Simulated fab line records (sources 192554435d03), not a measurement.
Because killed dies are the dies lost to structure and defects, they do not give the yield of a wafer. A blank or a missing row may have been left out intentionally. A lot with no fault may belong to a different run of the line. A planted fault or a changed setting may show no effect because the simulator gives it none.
Split-lot study -- flow n5-finfet -- 7 lots, 21 wafers read, on a route of 1938 steps

## THE SPLIT
At N5_BEOL_M13_TRENCH_ETCH_34 (etches SiOC in C4F8/O2/Ar, target depth 413.47 nm, time 162.6 s), the setting time-s was moved away from the recipe's 162.6 s on 13 of the 21 wafers read, by -8.7% to +22.0%. This setting was run at the recipe's value on the other wafers.

## FROM THE SPLIT TO THE READING: what the file shows between them, 8 steps
- N5_BEOL_M13_STRIP_70: strips in C4F8/O2/Ar
- N5_BEOL_M13_OCD_MEAS_35
- N5_BEOL_M13_SPUTTER_45: material Cu, target thk 80 nm, time 13.33 s (also split here: power-w)
- N5_BEOL_M13_ECD_47: material Cu, target thk 936 nm
- N5_BEOL_M13_ANNEAL_48: time 90 s
- N5_BEOL_M13_CMP_49: polishes, stops on SiOC, t overpolish 17.1 s, target thk 420 nm
- N5_BEOL_M13_PRE_CLEAN_52: time 15 s
- N5_BEOL_M13_DEP_53: deposits SiCN from 3MS/NH3, target thk 50 nm, time 17.8 s

## THE READING
At N5_BEOL_M13_RS_MEAS_54, a four-point-probe measurement gives M13_RS in ohm/sq. A value of 0.0450 ohm/sq with a standard deviation of 0.0006 ohm/sq is what fault-free wafers of this fab line usually give.

wafer,"tool, chamber at the split","time-s as run, s",against the recipe,"M13_RS, ohm/sq",against lot-mates on the recipe
L077.1,"rie-diel-05, 2",180.6,+11.1%,0.0395,-0.0066
L077.2,"rie-diel-05, 3",162.6,recipe,0.0461,-
L077.6,"rie-diel-05, 3",180.6,+11.1%,0.0414,-0.0047
L080.1,"rie-diel-05, 2",180.1,+10.8%,0.0404,-0.0043
L080.3,"rie-diel-05, 2",162.6,recipe,0.0447,-
L080.4,"rie-diel-05, 1",180.1,+10.8%,0.0411,-0.0036
L081.1,"rie-diel-04, 3",162.6,recipe,0.0446,-
L081.4,"rie-diel-04, 1",189.5,+16.5%,0.0386,-0.0060
L081.6,"rie-diel-04, 1",189.5,+16.5%,0.0387,-0.0059
L086.1,"rie-diel-02, 3",148.4,-8.7%,0.0500,no lot-mate on the recipe
L086.3,"rie-diel-02, 2",148.4,-8.7%,0.0499,no lot-mate on the recipe
L086.5,"rie-diel-02, 1",148.4,-8.7%,0.0488,no lot-mate on the recipe
L090.2,"rie-diel-02, 2",198.3,+22.0%,0.0373,-0.0075
L090.3,"rie-diel-02, 1",162.6,recipe,0.0448,-
L090.5,"rie-diel-02, 2",198.3,+22.0%,0.0371,-0.0077
L092.2,"rie-diel-04, 2",162.6,recipe,0.0454,-
L092.4,"rie-diel-04, 3",148.7,-8.5%,0.0489,+0.0035
L092.6,"rie-diel-04, 2",148.7,-8.5%,0.0501,+0.0047
L096.1,"rie-diel-05, 0",162.6,recipe,0.0441,-
L096.2,"rie-diel-05, 1",162.6,recipe,0.0444,-
L096.6,"rie-diel-05, 2",162.6,recipe,0.0442,-

THE FIT
A straight line over all 21 wafers: M13_RS changes by -0.000409 ohm/sq for each +1% of time-s; r = -0.98; the points scatter about the line by 0.00083 ohm/sq.
The same after taking each lot's own level away (the mean of its wafers on the recipe; 18 wafers): -0.000385 ohm/sq for each +1%; r = -0.98; scatter 0.00078 ohm/sq.
On that fit, the largest move of time-s shifts the reading by 0.0084 ohm/sq.
From 0.04423 to 0.04610 ohm/sq: that is the span of the lots' own levels, equal to 3.1 times the standard deviation above.
Consequently the slope shifts little with the lot-to-lot level, the two slopes agreeing.
Check: -0.00859 ohm/sq against its lot-mates is what the line predicts for one of the wafers moved furthest among these (+22.0%) when that wafer is left out of the fit. It came out at -0.0075 ohm/sq against them.

## FURTHER SPLITS ON THESE WAFERS
Other splits were also applied to these wafers ahead of the reading. Each is held against what the fit with the lots' levels taken away leaves over:
other split on the same wafers,wafers away from the commonest value,r with M13_RS (lot level and that fit taken away)
N5_BEOL_M11_COAT_22 spin-rpm,6,+0.26
N5_BEOL_M12_SPUTTER_44 time-s,8,+0.08
N5_BEOL_M13_SPUTTER_45 power-w,9,+0.29

## THE WHOLE CHAIN: every reading that the file lists as answering this split, in the file's order
step,what it does,reading,change (the file's fit),r (the file's)
N5_BEOL_M13_TRENCH_ETCH_34,"etches SiOC in C4F8/O2/Ar, target depth 413.47 nm, time 162.6 s","etch.depth-nm (the simulator's own value, which no gauge read)",+3.91 nm for each +1% of the setting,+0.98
N5_BEOL_M13_OCD_MEAS_35,,trench-depth-nm,+3.89 nm for each +1% of the setting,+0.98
N5_BEOL_M13_CMP_49,"polishes, stops on SiOC, t overpolish 17.1 s, target thk 420 nm","Cu_of_BEOL_M13_ECD_47.thk-nm (the simulator's own value, which no gauge read)",+3.77 nm for each +1% of the setting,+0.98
N5_BEOL_M13_RS_MEAS_54,measures by four-point-probe,M13_RS,-0.00038 for each +1% of the setting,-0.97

## THE FILE'S OWN FIT
M13_RS changes by -0.00038 ohm/sq for each +1% of time-s, r = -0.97.
